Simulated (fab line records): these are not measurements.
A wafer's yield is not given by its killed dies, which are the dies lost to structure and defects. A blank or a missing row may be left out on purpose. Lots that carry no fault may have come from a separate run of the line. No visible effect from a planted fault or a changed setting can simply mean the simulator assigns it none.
Chamber matching | flow n5 finfet | N5_BEOL_M3_CO_CAP_55 on cvd co-01 has 3 sister chambers
The step material Co, precursor CCTBA/H2, target thk 2 nm, time 102.1 s. 3 wafers are shown with their chamber, then 12 later ones without.

WAFERS WITH THEIR CHAMBER
wafer  | chamber | heater power w (W)
L087.1 | 0       | 278
L090.4 | 2       | 248
L090.6 | 1       | 253

WAFERS WHOSE CHAMBER IS MISSING
wafer  | heater power w (W)
L091.1 | 248
L091.3 | 248
L091.4 | 286
L094.1 | 251
L094.2 | 239
L094.3 | 285
L094.4 | 281
L094.5 | 253
L094.6 | 249
L097.1 | 283
L097.2 | 244
L097.5 | 245

EACH ONE'S CHAMBER
wafer  | from the rows above     | in truth
L091.1 | can't be placed: 2 or 1 | 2
L091.3 | can't be placed: 2 or 1 | 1
L091.4 | 0                       | 0
L094.1 | can't be placed: 1 or 2 | 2
L094.2 | can't be placed: 2 or 1 | 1
L094.3 | 0                       | 0
L094.4 | 0                       | 0
L094.5 | can't be placed: 1 or 2 | 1
L094.6 | can't be placed: 2 or 1 | 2
L097.1 | 0                       | 0
L097.2 | can't be placed: 2 or 1 | 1
L097.5 | can't be placed: 2 or 1 | 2
4 of 12 placed correctly. Cannot be placed on the basis of these rows: 8; the candidates contain the true chamber in 8. 0 placed wrongly.
How it was worked out, from the rows above alone: a wafer's distance from a chamber is the root of the sum, over the readings, of the square of ((its reading less the chamber's mean) divided by the reading's scatter). The wafer belongs to the nearest chamber; if the next one is less than 2 further off, it can't be placed. The mean given for a chamber averages the wafers shown for that chamber. The scatter: with one shown wafer a chamber, the root of the mean of the squares of how far each hidden wafer lies from its nearest shown one.
